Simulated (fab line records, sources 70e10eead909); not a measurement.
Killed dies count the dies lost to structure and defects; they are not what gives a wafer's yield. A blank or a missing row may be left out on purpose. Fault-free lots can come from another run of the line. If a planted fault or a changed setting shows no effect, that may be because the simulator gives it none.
The tool behind it: which one? :: flow nand-harc :: 6 lots, 17 wafers sampled, at 4 steps of a route of 1302

WHAT THE GAUGES SHOWED, per wafer
NHARC_A_BONDPAD_CD_MEAS_09: target cd 500 nm.
lot: L603
measured: day 23 15:11
on: cd-sem-01
cd-nm (nm): 498.1 497.8 499.4

lot: L614
measured: day 28 10:33
on: cd-sem-02
cd-nm (nm): 502.7 500.7

lot: L616
measured: day 29 09:25
on: cd-sem-03
cd-nm (nm): 500.6 499.3 499.3

lot: L620
measured: day 30 19:03
on: cd-sem-01
cd-nm (nm): 500.1 499.8 499.6

lot: L623
measured: day 32 05:35
on: cd-sem-01
cd-nm (nm): 500.5 501.1 499.9

lot: L625
measured: day 33 02:37
on: cd-sem-01
cd-nm (nm): 499.2 499.7 501.3

WHICH TOOL RAN EACH LOT (tool, then ch and the chambers of the sampled wafers, then the start)
lot: L603
NHARC_A_M1_PVD_21: pvd-sputter-02, day 23 14:01 or earlier
NHARC_A_BONDPAD_DEP_00: pecvd-04 ch 0,1, day 23 14:01
NHARC_A_BONDPAD_SOFTBAKE_04: litho-track-05 ch 0, day 23 14:00

lot: L614
NHARC_A_M1_PVD_21: pvd-sputter-03, day 28 09:22 or earlier
NHARC_A_BONDPAD_DEP_00: pecvd-01 ch 0,1, day 28 09:22
NHARC_A_BONDPAD_SOFTBAKE_04: litho-track-05 ch 0, day 28 10:00

lot: L616
NHARC_A_M1_PVD_21: pvd-sputter-01, day 29 08:10 or earlier
NHARC_A_BONDPAD_DEP_00: pecvd-04 ch 0,1, day 29 08:10
NHARC_A_BONDPAD_SOFTBAKE_04: litho-track-03 ch 0, day 29 08:00

lot: L620
NHARC_A_M1_PVD_21: pvd-sputter-03, day 30 17:55 or earlier
NHARC_A_BONDPAD_DEP_00: pecvd-01 ch 0,1,2, day 30 17:55
NHARC_A_BONDPAD_SOFTBAKE_04: litho-track-07 ch 0, day 30 18:00

lot: L623
NHARC_A_M1_PVD_21: pvd-sputter-02, day 32 05:00 or earlier
NHARC_A_BONDPAD_DEP_00: pecvd-03 ch 0,2, day 32 05:00 or earlier
NHARC_A_BONDPAD_SOFTBAKE_04: litho-track-05 ch 0, day 32 05:00

lot: L625
NHARC_A_M1_PVD_21: pvd-sputter-03, day 33 01:31 or earlier
NHARC_A_BONDPAD_DEP_00: pecvd-03 ch 0,1, day 33 01:31
NHARC_A_BONDPAD_SOFTBAKE_04: litho-track-05 ch 0, day 33 02:00
- NHARC_A_M1_PVD_21: deposits Cu, target thk 30 nm, time 20.49 s.
- NHARC_A_BONDPAD_DEP_00: deposits SiCN, target thk 250 nm.
- NHARC_A_BONDPAD_SOFTBAKE_04: time 70 s.

THE ANSWER, worked out from the rows above alone
Rule: what is usual is taken from the lots themselves. The widest of any qualifying gaps counts: lots, ordered by their means at a reading, are off when they make up no more than a third of the lots, leave a main group of 4 or more, and stand apart from it by 3 or more times the standard deviation of that group's means. Not used: any main group whose means are identical at the precision the tables above print for the reading. Also off: a lot with no number at a reading for which 4 or more lots have one. Any other lot the step has rows for is counted as sound.
No lot is off on any of the readings shown, so nothing can be concluded from this.

WHAT HAD BEEN PUT IN BY THE SIMULATOR
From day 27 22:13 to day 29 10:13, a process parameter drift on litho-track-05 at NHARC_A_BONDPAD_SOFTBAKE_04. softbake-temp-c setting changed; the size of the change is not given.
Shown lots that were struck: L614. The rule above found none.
